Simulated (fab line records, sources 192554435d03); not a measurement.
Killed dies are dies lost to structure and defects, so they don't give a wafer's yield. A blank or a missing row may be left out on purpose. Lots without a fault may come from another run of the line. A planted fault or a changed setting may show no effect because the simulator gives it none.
Which tool did it? | flow n5_finfet | 8 lots, 24 wafers sampled, at 5 steps of a route of 1938

WHAT THE GAUGES READ, wafer by wafer
N5_BEOL_M4_RC_MEAS_101. Usual: DIBL_N 36.6 mV/V, standard deviation 1.9; DIBL_P 36.7 mV/V, standard deviation 2.2; IOFF_N 0.16 nA/um, standard deviation 0.035; IOFF_P 0.22 nA/um, standard deviation 0.038; ION_N 672 uA/um, standard deviation 14; ION_P 462 uA/um, standard deviation 8.3; SS_N 71.6 mV/dec, standard deviation 0.65; SS_P 73.5 mV/dec, standard deviation 0.72; VT_N 250 mV, standard deviation 3.5; VT_P -250 mV, standard deviation 3.1.
lot  | measured     | on        | DIBL_N (mV/V)  | DIBL_P (mV/V)  | IOFF_N (nA/um) | IOFF_P (nA/um) | ION_N (uA/um) | ION_P (uA/um) | SS_N (mV/dec)  | SS_P (mV/dec)  | VT_N (mV)   | VT_P (mV)      | flag
L770 | day 9 10:38  | prober-02 | 37.8 42.0 34.8 | 36.2 40.1 33.9 | 0.15 0.27 0.13 | 0.21 0.27 0.18 | 666 682 680   | 459 458 468   | 71.6 73.9 71.1 | 72.7 74.7 72.6 | 250 245 252 | -249 -249 -251 |
L769 | day 9 11:10  | prober-01 | 39.2 37.5 33.2 | 40.5 39.0 32.6 | 0.22 0.17 0.10 | 0.34 0.29 0.18 | 686 677 646   | 483 471 455   | 71.1 71.0 69.9 | 74.5 73.9 72.5 | 243 247 255 | -239 -244 -252 |
L776 | day 10 21:10 | prober-01 | 35.9 37.0 38.1 | 35.8 38.1 38.4 | 0.14 0.17 0.18 | 0.16 0.21 0.22 | 675 661 685   | 454 455 465   | 71.9 71.1 72.2 | 73.2 74.0 74.1 | 254 250 250 | -256 -252 -254 |
L779 | day 11 17:17 | prober-02 | 34.1 33.8 33.7 | 33.4 32.8 32.6 | 0.13 0.12 0.12 | 0.17 0.16 0.16 | 650 656 642   | 448 454 439   | 71.7 71.4 71.3 | 72.8 72.9 72.9 | 254 256 258 | -253 -253 -251 |
L781 | day 11 17:41 | prober-01 | 39.4 37.4 37.5 | 38.3 34.6 36.3 | 0.19 0.15 0.16 | 0.29 0.22 0.26 | 660 660 674   | 458 462 468   | 72.1 71.8 72.5 | 74.2 73.2 73.5 | 249 252 251 | -245 -248 -248 |
L785 | day 13 03:19 | prober-01 | 38.8 35.6 38.5 | 40.6 36.4 40.4 | 0.21 0.15 0.21 | 0.29 0.21 0.30 | 670 656 670   | 462 456 467   | 72.3 71.5 72.9 | 74.8 72.8 74.9 | 247 253 245 | -244 -249 -247 |
L791 | day 14 07:49 | prober-02 | 38.0 39.0 37.8 | 37.2 39.1 36.6 | 0.19 0.23 0.18 | 0.26 0.31 0.25 | 699 682 674   | 472 467 463   | 71.8 71.8 72.4 | 73.5 74.1 73.6 | 249 245 248 | -244 -244 -245 |
L792 | day 14 16:10 | prober-01 | 37.0 36.8 38.7 | 38.4 38.0 39.6 | 0.17 0.17 0.20 | 0.22 0.24 0.26 | 674 676 694   | 467 459 470   | 71.4 72.2 72.2 | 73.3 74.1 73.6 | 251 248 249 | -250 -248 -248 |

WHICH TOOL RAN EACH LOT (tool, then ch and the chambers of the sampled wafers, then the start)
lot  | N5_BEOL_M1_ETCH_77                 | N5_BEOL_M1_ETCH_69                 | N5_BEOL_M1_ETCHBACK_99             | N5_BEOL_M1_STRIP_36
L770 | rie_diel-06 ch 0,2,3, day 6 09:44  | rie_diel-06 ch 0,2,3, day 6 09:45  | rie_diel-03 ch 0,2, day 7 06:46    | rie_diel-03 ch 0,2, day 7 06:58
L769 | rie_diel-01 ch 0,2,3, day 6 10:02  | rie_diel-01 ch 0,2,3, day 6 10:03  | rie_diel-01 ch 0,2,3, day 7 07:24  | rie_diel-01 ch 0,2,3, day 7 07:36
L776 | rie_diel-06 ch 1,2,3, day 8 01:56  | rie_diel-06 ch 1,2,3, day 8 01:57  | rie_diel-06 ch 0,3, day 8 07:53    | rie_diel-06 ch 0,3, day 8 08:04
L779 | rie_diel-06 ch 0,2,3, day 8 14:16  | rie_diel-06 ch 0,2,3, day 8 14:17  | rie_diel-06 ch 0,1,3, day 8 20:07  | rie_diel-06 ch 0,1,3, day 8 20:18
L781 | rie_diel-01 ch 2,3, day 9 08:22    | rie_diel-01 ch 2,3, day 9 08:23    | rie_diel-01 ch 1,2, day 9 09:43    | rie_diel-01 ch 1,2, day 9 09:55
L785 | rie_diel-01 ch 0,2,3, day 10 05:01 | rie_diel-01 ch 0,2,3, day 10 05:02 | rie_diel-01 ch 0,2, day 10 11:18   | rie_diel-01 ch 0,2, day 10 11:30
L791 | rie_diel-01 ch 0,1,2, day 11 13:44 | rie_diel-01 ch 0,1,2, day 11 13:44 | rie_diel-01 ch 1,2,3, day 11 16:53 | rie_diel-01 ch 1,2,3, day 11 17:04
L792 | rie_diel-03 ch 1,2, day 11 22:07   | rie_diel-03 ch 1,2, day 11 22:08   | rie_diel-01 ch 0,2,3, day 12 01:13 | rie_diel-01 ch 0,2,3, day 12 01:25
- N5_BEOL_M1_ETCH_77: etches underlayer in N2/H2, target depth 6.5 nm, time 5.2 s.
- N5_BEOL_M1_ETCH_69: etches SiARC in CF4, target depth 15.6 nm, time 26 s.
- N5_BEOL_M1_ETCHBACK_99: etches SiO2 in CHF3, target depth 5 nm, time 10.4 s.
- N5_BEOL_M1_STRIP_36: strips in N2/H2.

WHAT THE TOOLS THEMSELVES READ (means of the sampled wafers that have a number; where no wafer has one, the mark that the record gives instead)
N5_BEOL_M1_ETCH_77. Usual: drypump_motor_current_A 5.7 A, standard deviation 0.58; etch_rf_on_time_s 5.23 s, standard deviation 0.13; oes_product_au 0.70 a.u., standard deviation 0.069; rf_vpp_V 524.4 V, standard deviation 2.3; showerhead_plenum_p_Torr 2.56 Torr, standard deviation 0.073; throttle_valve_pct 17.78 %, standard deviation 0.24.
lot  | tool        | drypump_motor_current_A (A) | etch_rf_on_time_s (s) | oes_product_au (a.u.) | rf_vpp_V (V) | showerhead_plenum_p_Torr (Torr) | throttle_valve_pct (%) | flag
L770 | rie_diel-06 | 6.2                         | 5.37                  | 0.70                  | 526.0        | 2.60                            | 17.61                  |
L769 | rie_diel-01 | 6.1                         | 5.31                  | 0.69                  | 525.3        | 2.56                            | 17.70                  |
L776 | rie_diel-06 | 5.7                         | 5.20                  | 0.70                  | 524.6        | 2.60                            | 17.83                  |
L779 | rie_diel-06 | 6.2                         | 5.27                  | 0.68                  | 525.7        | 2.60                            | 17.63                  |
L781 | rie_diel-01 | 6.0                         | 5.26                  | 0.69                  | 527.0        | 2.60                            | 17.65                  |
L785 | rie_diel-01 | 6.1                         | 5.36                  | 0.66                  | 524.6        | 2.55                            | 17.76                  |
L791 | rie_diel-01 | 5.9                         | 5.21                  | 0.62                  | 523.5        | 2.53                            | 18.00                  |
L792 | rie_diel-03 | 5.0                         | 5.09                  | 0.67                  | 522.2        | 2.49                            | 18.05                  |

N5_BEOL_M1_ETCH_69. Usual: drypump_motor_current_A 5.7 A, standard deviation 0.58; etch_rf_on_time_s 26.1 s, standard deviation 0.72; oes_product_au 0.70 a.u., standard deviation 0.071; rf_vpp_V 184.2 V, standard deviation 0.96; showerhead_plenum_p_Torr 2.16 Torr, standard deviation 0.06; throttle_valve_pct 15.53 %, standard deviation 0.23.
lot  | tool        | drypump_motor_current_A (A) | etch_rf_on_time_s (s) | oes_product_au (a.u.) | rf_vpp_V (V) | showerhead_plenum_p_Torr (Torr) | throttle_valve_pct (%) | flag
L770 | rie_diel-06 | 6.2                         | 26.8                  | 0.69                  | 184.7        | 2.19                            | 15.38                  |
L769 | rie_diel-01 | 6.1                         | 26.4                  | 0.69                  | 184.6        | 2.16                            | 15.54                  |
L776 | rie_diel-06 | 5.7                         | 23.0                  | 0.77                  | 185.6        | 2.20                            | 15.62                  | OFF
L779 | rie_diel-06 | 6.2                         | 23.3                  | 0.75                  | 184.5        | 2.19                            | 15.43                  | OFF
L781 | rie_diel-01 | 6.0                         | 26.7                  | 0.68                  | 184.6        | 2.19                            | 15.52                  |
L785 | rie_diel-01 | 6.1                         | 26.6                  | 0.66                  | 184.3        | 2.15                            | 15.59                  |
L791 | rie_diel-01 | 5.9                         | 25.9                  | 0.62                  | 183.5        | 2.14                            | 15.81                  |
L792 | rie_diel-03 | 5.0                         | 25.7                  | 0.67                  | 184.2        | 2.10                            | 15.73                  |

N5_BEOL_M1_ETCHBACK_99. Usual: drypump_motor_current_A 5.8 A, standard deviation 0.47; oes_product_au 0.79 a.u., standard deviation 0.077; rf_vpp_V 242.7 V, standard deviation 2.8; showerhead_plenum_p_Torr 2.14 Torr, standard deviation 0.07; throttle_valve_pct 17.04 %, standard deviation 0.25.
lot  | tool        | drypump_motor_current_A (A) | oes_product_au (a.u.) | rf_vpp_V (V) | showerhead_plenum_p_Torr (Torr) | throttle_valve_pct (%) | flag
L770 | rie_diel-03 | 5.4                         | 0.91                  | 243.3        | 2.19                            | 16.89                  |
L769 | rie_diel-01 | 6.0                         | 0.80                  | 244.6        | 2.16                            | 16.96                  |
L776 | rie_diel-06 | 6.2                         | 0.80                  | 242.4        | 2.16                            | 16.77                  |
L779 | rie_diel-06 | 5.9                         | 0.87                  | 239.6        | 2.18                            | 16.86                  |
L781 | rie_diel-01 | 5.8                         | 0.76                  | 242.8        | 2.19                            | 17.17                  |
L785 | rie_diel-01 | 5.9                         | 0.72                  | 245.7        | 2.17                            | 17.20                  |
L791 | rie_diel-01 | 6.0                         | 0.77                  | 242.3        | 2.13                            | 17.05                  |
L792 | rie_diel-01 | 6.1                         | 0.76                  | 244.5        | 2.15                            | 17.03                  |

N5_BEOL_M1_STRIP_36. Usual: drypump_motor_current_A 5.8 A, standard deviation 0.47; oes_product_au 0.79 a.u., standard deviation 0.075; rf_vpp_V 59.2 V, standard deviation 1.4; showerhead_plenum_p_Torr 2.53 Torr, standard deviation 0.081; temp_c 40.00 C, standard deviation 0.11; throttle_valve_pct 23.6 %, standard deviation 0.31.
lot  | tool        | drypump_motor_current_A (A) | oes_product_au (a.u.) | rf_vpp_V (V) | showerhead_plenum_p_Torr (Torr) | temp_c (C) | throttle_valve_pct (%) | flag
L770 | rie_diel-03 | 5.4                         | 0.91                  | 60.1         | 2.60                            | 40.01      | 23.6                   |
L769 | rie_diel-01 | 6.0                         | 0.79                  | 60.2         | 2.56                            | 39.94      | 23.4                   |
L776 | rie_diel-06 | 6.2                         | 0.81                  | 58.5         | 2.55                            | 39.90      | 23.4                   |
L779 | rie_diel-06 | 5.9                         | 0.86                  | 60.1         | 2.58                            | 39.95      | 23.5                   |
L781 | rie_diel-01 | 5.9                         | 0.75                  | 58.1         | 2.58                            | 39.97      | 23.6                   |
L785 | rie_diel-01 | 6.0                         | 0.72                  | 57.9         | 2.57                            | 40.09      | 23.7                   |
L791 | rie_diel-01 | 6.0                         | 0.76                  | 58.5         | 2.51                            | 40.09      | 23.5                   |
L792 | rie_diel-01 | 6.1                         | 0.77                  | 58.9         | 2.54                            | 39.94      | 23.4                   |

THE ANSWER, worked out from the rows above alone
Rule: a lot is off if the mean of its wafers that have a number lies more than 3 standard deviations from the usual mean. A lot without any number at a reading at which 4 lots or more have one is off too. The other lots that the step has rows for count as sound. The gauges are gone through in route order, then the tools' own readings, and for those a lot's mean is taken as printed above. The first step at which some lot is off is used, and at that step the reading that is off furthest; a lot without a number counts as furthest.
Off: L776, L779, at N5_BEOL_M1_ETCH_69 (etch_rf_on_time_s).
A tool fits if, at that step or a process step before it, it ran every lot that is off, and no sound lot after the first of them. One fits: rie_diel-06 at N5_BEOL_M1_ETCH_77 and N5_BEOL_M1_ETCH_69. At N5_BEOL_M1_ETCH_77 its last sound lot is L770 (day 6 09:44), its first lot that is off L776 (day 8 01:56): a fault that began between those two fits.

WHAT THE SIMULATOR HAD PUT IN
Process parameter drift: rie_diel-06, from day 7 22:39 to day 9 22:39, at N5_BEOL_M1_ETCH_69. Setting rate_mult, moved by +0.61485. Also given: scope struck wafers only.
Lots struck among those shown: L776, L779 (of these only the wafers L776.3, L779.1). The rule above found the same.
